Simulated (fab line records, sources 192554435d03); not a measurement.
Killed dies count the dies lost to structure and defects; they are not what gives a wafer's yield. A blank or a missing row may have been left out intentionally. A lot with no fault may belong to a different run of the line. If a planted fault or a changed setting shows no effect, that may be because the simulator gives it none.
One fault through the eyes of 2 desks + flow n5 finfet + only its own numbers are on each desk; what lay behind them is given at the end

== DESK OF THE TOOL OWNER: pecvd-04 ==
The tool's own readings at N5_BEOL_M15_ILD_DEP_00 (deposits SiO2 from TEOS/O2, target thk 1629.3 nm, time 346.1 s): means of the sampled wafers that have a number, for each lot that ran on this tool. A lot is out of limits, marked OUT, if its mean lies more than 4 standard deviations from the usual mean; the brackets give that distance.
Columns: A = chamber pressure Torr at N5_BEOL_M15_ILD_DEP_00, usual 6.497 Torr; B = heater power outer w at N5_BEOL_M15_ILD_DEP_00, usual 330 W; C = heater power w at N5_BEOL_M15_ILD_DEP_00, usual 604 W; D = showerhead plenum p Torr at N5_BEOL_M15_ILD_DEP_00, usual 8.34 Torr; E = throttle valve pct at N5_BEOL_M15_ILD_DEP_00, usual 18.9 %
| lot  | first seen here | A     | B   | C   | D    | E    |
|------|-----------------|-------|-----|-----|------|------|
| L450 | day 14 18:40    | 6.495 | 390 | 660 | 8.37 | 17.9 |
| L448 | day 15 04:34    | 6.478 | 427 | 697 | 8.37 | 18.0 |
| L454 | day 16 09:25    | 6.504 | 385 | 661 | 8.37 | 18.5 |
Result from this desk: across the 3 lots, nothing is out of limits.

== METROLOGY DESK ==
What the gauges read for every lot (on any tool): the sampled wafers with a number, averaged. A lot is out of limits, marked OUT, if its mean lies more than 4 standard deviations from the usual mean; the brackets give that distance.
Columns: A = M14_THK at N5_BEOL_M14_THK_MEAS_50, usual 543 nm; B = cd nm at N5_BEOL_M15_CD_MEAS_17, usual 361.0 nm
| lot  | first seen here | A   | B     |
|------|-----------------|-----|-------|
| L435 | day 11 16:32    | 540 | 360.3 |
| L436 | day 11 19:06    | 535 | 361.4 |
| L439 | day 12 15:48    | 544 | -     |
| L440 | day 12 18:53    | 552 | -     |
| L441 | day 13 01:46    | 541 | -     |
| L443 | day 13 03:49    | 552 | 360.4 |
| L446 | day 14 01:50    | 540 | 358.5 |
| L447 | day 14 13:55    | 535 | 364.0 |
| L450 | day 14 18:28    | 545 | 363.1 |
| L448 | day 15 04:22    | 541 | 358.9 |
| L451 | day 15 04:36    | 542 | 361.5 |
| L453 | day 16 09:10    | 547 | 361.2 |
| L454 | day 16 09:11    | 537 | 362.2 |
| L456 | day 16 20:57    | 550 | 361.1 |
| L457 | day 16 23:34    | 538 | 362.7 |
Result from this desk: across the 15 lots, nothing is out of limits.

== PUT TOGETHER ==
The tool owner's desk saw nothing out of limits.
Nothing out of limits was seen by the metrology desk.

== WHAT THE SIMULATOR PUT IN ==
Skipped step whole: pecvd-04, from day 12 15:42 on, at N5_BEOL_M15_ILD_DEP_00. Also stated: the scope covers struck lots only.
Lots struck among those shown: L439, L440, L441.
